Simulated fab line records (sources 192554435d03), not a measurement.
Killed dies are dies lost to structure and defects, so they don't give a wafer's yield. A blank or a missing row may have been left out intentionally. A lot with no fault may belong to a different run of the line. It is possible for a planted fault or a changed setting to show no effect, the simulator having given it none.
Matching of chambers | flow n5_finfet | N5_BEOL_M9_VIA_ETCH_34 on rie_diel-06 has 4 sister chambers
The step etches SiCOH lowk in C4F6/O2, target depth 182.4 nm, time 68.4 s. 16 wafers are shown with their chamber, then 8 later ones without.

WAFERS, EACH WITH ITS CHAMBER
wafer  | chamber | throttle_valve_pct (%) | showerhead_plenum_p_Torr (Torr) | rf_vpp_V (V)
L074.2 | 2       | 20.8                   | 2.98                            | 661
L074.5 | 0       | 20.8                   | 2.86                            | 649
L074.6 | 1       | 21.2                   | 2.71                            | 662
L077.1 | 2       | 20.8                   | 2.97                            | 663
L077.4 | 3       | 20.4                   | 2.79                            | 648
L077.5 | 3       | 20.4                   | 2.79                            | 649
L083.1 | 0       | 20.8                   | 2.85                            | 650
L083.4 | 1       | 21.3                   | 2.70                            | 662
L083.5 | 0       | 20.8                   | 2.85                            | 648
L084.1 | 1       | 21.3                   | 2.70                            | 661
L084.2 | 2       | 20.8                   | 2.97                            | 661
L084.5 | 2       | 20.8                   | 2.97                            | 663
L086.3 | 3       | 20.4                   | 2.78                            | 647
L086.4 | 2       | 20.8                   | 2.96                            | 661
L086.6 | 3       | 20.4                   | 2.78                            | 648
L087.1 | 0       | 20.8                   | 2.85                            | 650

SIGNATURES, as means of the wafers listed above
reading                  | chamber 0 | chamber 1 | chamber 2 | chamber 3 | scatter within a chamber
throttle_valve_pct       | 20.800    | 21.267    | 20.800    | 20.400    | 0.0236
showerhead_plenum_p_Torr | 2.8525    | 2.7033    | 2.9700    | 2.7850    | 0.00607
rf_vpp_V                 | 649.25    | 661.67    | 661.80    | 648.00    | 0.923
Rule: a wafer lies at a distance from a chamber equal to the root of the sum of squares, over the readings, of (its reading less the chamber's mean, divided by the reading's scatter). The wafer belongs to the nearest chamber; if the next one is less than 2 further off, it can't be placed. The scatter: take each reading less its chamber's mean, square it, sum over the shown wafers, divide by the number of wafers less the number of chambers, and take the root.

WAFERS MISSING THEIR CHAMBER
wafer  | throttle_valve_pct (%) | showerhead_plenum_p_Torr (Torr) | rf_vpp_V (V)
L087.4 | 20.8                   | 2.96                            | 662
L087.6 | 20.8                   | 2.85                            | 647
L088.1 | 20.8                   | 2.85                            | 648
L088.4 | 20.8                   | 2.85                            | 648
L088.5 | 20.4                   | 2.78                            | 648
L094.1 | 20.9                   | 2.84                            | 648
L094.4 | 20.4                   | 2.77                            | 647
L094.5 | 20.8                   | 2.84                            | 648

THE CHAMBER EACH PASSED THROUGH
wafer  | from the rows above | in truth
L087.4 | 2                   | 2
L087.6 | 0                   | 0
L088.1 | 0                   | 0
L088.4 | 0                   | 0
L088.5 | 3                   | 3
L094.1 | 0                   | 0
L094.4 | 3                   | 3
L094.5 | 0                   | 0
Correct placement for 8 of the 8. From these rows, 0 cannot be placed. Wrongly placed: 0.
